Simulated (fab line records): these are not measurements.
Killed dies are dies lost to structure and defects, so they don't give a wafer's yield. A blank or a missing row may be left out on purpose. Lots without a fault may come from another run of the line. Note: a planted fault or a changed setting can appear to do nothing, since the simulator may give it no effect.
Chamber matching || flow n5-finfet || N5_BEOL_M4_ETCH_63 on rie-diel-04: 4 sister chambers
The step etches SiARC in CF4, target depth 15.6 nm, time 26 s. 4 wafers are shown with their chamber, then 8 later ones without.

EACH WAFER AND ITS CHAMBER
{"wafer": "L084.3", "chamber": 2, "drypump-motor-current-A (A)": 5.51}
{"wafer": "L086.5", "chamber": 3, "drypump-motor-current-A (A)": 6.18}
{"wafer": "L086.6", "chamber": 0, "drypump-motor-current-A (A)": 6.22}
{"wafer": "L090.3", "chamber": 1, "drypump-motor-current-A (A)": 5.40}

WAFERS WITH NO CHAMBER GIVEN
{"wafer": "L090.5", "drypump-motor-current-A (A)": 5.46}
{"wafer": "L090.6", "drypump-motor-current-A (A)": 5.41}
{"wafer": "L095.1", "drypump-motor-current-A (A)": 5.45}
{"wafer": "L095.4", "drypump-motor-current-A (A)": 6.18}
{"wafer": "L095.5", "drypump-motor-current-A (A)": 5.42}
{"wafer": "L094.1", "drypump-motor-current-A (A)": 5.48}
{"wafer": "L094.2", "drypump-motor-current-A (A)": 5.42}
{"wafer": "L094.4", "drypump-motor-current-A (A)": 5.48}

CHAMBER TAKEN BY EACH
{"wafer": "L090.5", "from the rows above": "can't be placed: 2 or 1", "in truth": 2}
{"wafer": "L090.6", "from the rows above": 1, "in truth": 1}
{"wafer": "L095.1", "from the rows above": "can't be placed: 1 or 2", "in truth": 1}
{"wafer": "L095.4", "from the rows above": "can't be placed: 3 or 0", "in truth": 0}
{"wafer": "L095.5", "from the rows above": 1, "in truth": 1}
{"wafer": "L094.1", "from the rows above": "can't be placed: 2 or 1", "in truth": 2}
{"wafer": "L094.2", "from the rows above": 1, "in truth": 1}
{"wafer": "L094.4", "from the rows above": "can't be placed: 2 or 1", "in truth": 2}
3 of 8 placed correctly. Can't be placed from these rows: 5 (the true chamber is among the candidates in 5). Placed wrongly: 0.
How it was worked out, from the rows above alone: a wafer's distance from a chamber is the root of the sum, over the readings, of the square of ((its reading less the chamber's mean) divided by the reading's scatter). If the next closest chamber is less than 2 further off than the closest, the wafer can't be placed; otherwise it belongs to the closest. Each chamber's mean is taken over the wafers shown for it. The scatter: root of mean squared gap, hidden wafer to nearest shown wafer, with one shown wafer a chamber.
